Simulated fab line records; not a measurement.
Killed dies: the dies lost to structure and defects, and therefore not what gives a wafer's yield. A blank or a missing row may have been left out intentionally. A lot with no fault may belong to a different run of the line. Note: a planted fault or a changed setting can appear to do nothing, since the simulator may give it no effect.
A lot that was struck, set against a sound lot | flow nand-harc | 19 steps out of a route of 1302
Sound: these wafers, L143.1, L143.2, L143.3. The struck wafers were L156.1, L156.2, L156.6. Last of all comes the cause.
At each step with rows: each side's tool, then ch and its chambers, then its first start. Under that, the readings that differ: sound wafers | struck wafers | difference of the means | sigmas: that difference in standard deviations of wafers without a fault.
alike: a reading whose means differ by less than 2 such deviations, as well as words and numbers matching on both sides. not compared: withheld readings; readings where some wafer has no value; bounds like >300 that might hide an equal value; numbers whose values overlap and for which the record gives no deviation.
The two part at a step that has a row with sigmas, a row that says differs or no value, or rows on one side only. Non-overlapping numbers with no deviation appear without sigmas and do not part them. A reading that every wafer of one side lacks parts them only if that side has two wafers or more.

NHARC_P_GATE_ETCHBACK_37: etches the open film in CHF3/O2, target depth 34.5 nm, time 17.2 s.
  sound: rie-diel-02 ch 0,2,3; struck: rie-diel-12 ch 0,1,2
  alike: chf3-flow-sccm, drypump-motor-current-A, oes-product-au, rf-fwd-power-W, rf-vpp-V, showerhead-plenum-p-Torr, throttle-valve-pct
  not compared: rf-hours-counter-h
NHARC_P_GATE_STRIP_101: strips in O2, time 20 s.
  sound on rie-diel-02 ch 0,1,3, day 5 19:49; struck on rie-diel-12 ch 0,1,2, day 10 23:53
  alike: drypump-motor-current-A, oes-product-au, rf-vpp-V, showerhead-plenum-p-Torr, throttle-valve-pct
  not compared: rf-hours-counter-h
then, 10 steps without rows for these wafers: NHARC_P_GATE_PRECLEAN_97 (cleans in SPM, time 600 s); NHARC_P_GATE_SRD_98; NHARC_P_GATE_PRECLEAN_99 (cleans in SC1); NHARC_P_GATE_SRD_100; NHARC_P_GATE_DEHYDRATE_38 (time 120 s); NHARC_P_GATE_HMDS_39 (time 30 s); NHARC_P_GATE_COAT_40; NHARC_P_GATE_SOFTBAKE_41 (time 95 s); NHARC_P_GATE_EBR_42; NHARC_P_GATE_EXPOSE_43 (exposes mask P NSD, target cd 720 nm).
NHARC_P_GATE_PEB_44: peb time 85 s.
  sound on litho-track-02 ch 0, day 5 20:39; struck on litho-track-02 ch 0, day 11 00:43
  reading                  | sound                | struck               | difference | sigmas
  heater-power-total-W (W) | 164.18 164.18 163.66 | 159.51 159.36 159.62 | -4.51      | -16
  plate-temp-C (C)         | 118.09 118.19 117.90 | 115.37 115.30 115.39 | -2.71      | -23
  alike: resist-line-temp-C
then, 1 step without rows for these wafers: NHARC_P_GATE_DEVELOP_45 (time 70 s).
NHARC_P_GATE_CD_MEAS_46 targets a cd of 720 nm.
  sound on cd-sem-03 ch 0, day 5 20:44; struck on cd-sem-03 ch 0, day 11 00:49
  alike: cd-nm
then, 1 step without rows for these wafers: NHARC_P_GATE_HARDBAKE_47 (time 80 s).
NHARC_P_GATE_DESCUM_48: chemistry O2, time 3 s.
  sound on rie-diel-03 ch 0,1,2, day 5 20:54; struck on rie-diel-12 ch 0,1,2, day 11 00:58
  reading                 | sound           | struck          | difference | sigmas
  model.P_GATE.cd-nm (nm) | 720 719.3 721.6 | 716 716.6 716.1 | -4         |
  alike: drypump-motor-current-A, oes-product-au, rf-vpp-V, showerhead-plenum-p-Torr, throttle-valve-pct
  not compared: rf-hours-counter-h
after that, 1 step had no rows for these wafers: NHARC_P_GATE_IMPLANT_49.
-- break in the record here, with 19 days between the starts of the struck wafers on either side (left off in module P_GATE, picked up again in module END, where the first step shown is number 1302 on the route) --
NHARC_END_SORT_01:
  the record has rows for the struck wafers here (prober-01 ch 0, day 30 06:00) and none for the sound ones

WHERE THEY PART
At NHARC_P_GATE_PEB_44 first; at NHARC_END_SORT_01 last (within this record only).

WHY: what had been put in by the simulator
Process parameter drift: litho-track-02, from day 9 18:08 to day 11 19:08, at NHARC_P_GATE_PEB_44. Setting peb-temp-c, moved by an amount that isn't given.
